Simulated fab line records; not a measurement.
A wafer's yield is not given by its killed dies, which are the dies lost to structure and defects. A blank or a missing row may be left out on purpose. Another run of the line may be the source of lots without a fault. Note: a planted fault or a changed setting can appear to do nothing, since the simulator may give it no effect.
Chamber matching -- flow n5 finfet -- uv cure-02 running N5_BEOL_M10_CURE_72: 3 sister chambers
The step cures SiCOH lowk, time 120 s. 3 wafers are shown with their chamber, then 11 later ones without.

WAFERS WITH THEIR CHAMBER
wafer,chamber,wafer_temp_C_max
L082.4,2,372.0
L084.6,1,370.4
L091.1,0,372.2

WAFERS WITHOUT THEIR CHAMBER
wafer,wafer_temp_C_max
L091.3,372.0
L091.6,372.6
L091.2,371.5
L091.4,371.8
L091.5,371.3
L096.1,370.8
L096.3,371.0
L096.5,370.7
L096.2,370.7
L096.4,371.2
L096.6,371.1

WHICH CHAMBER EACH WENT THROUGH
wafer,from the rows above,in truth
L091.3,can't be placed: 2 or 0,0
L091.6,can't be placed: 0 or 2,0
L091.2,can't be placed: 2 or 0 or 1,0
L091.4,can't be placed: 2 or 0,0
L091.5,can't be placed: 2 or 0 or 1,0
L096.1,can't be placed: 1 or 2 or 0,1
L096.3,can't be placed: 1 or 2 or 0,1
L096.5,can't be placed: 1 or 2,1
L096.2,can't be placed: 1 or 2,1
L096.4,can't be placed: 1 or 2 or 0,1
L096.6,can't be placed: 1 or 2 or 0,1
Correct placement for 0 of the 11. These rows do not allow placing 11 (true chamber among the candidates in 11). 0 placed wrongly.
How it was worked out, from the rows above alone: a wafer's distance from a chamber is the root of the sum, over the readings, of the square of ((its reading less the chamber's mean) divided by the reading's scatter). If the next closest chamber is less than 2 further off than the closest, the wafer can't be placed; otherwise it belongs to the closest. A chamber's mean is the mean of its shown wafers. The scatter: root of mean squared gap, hidden wafer to nearest shown wafer, with one shown wafer a chamber.
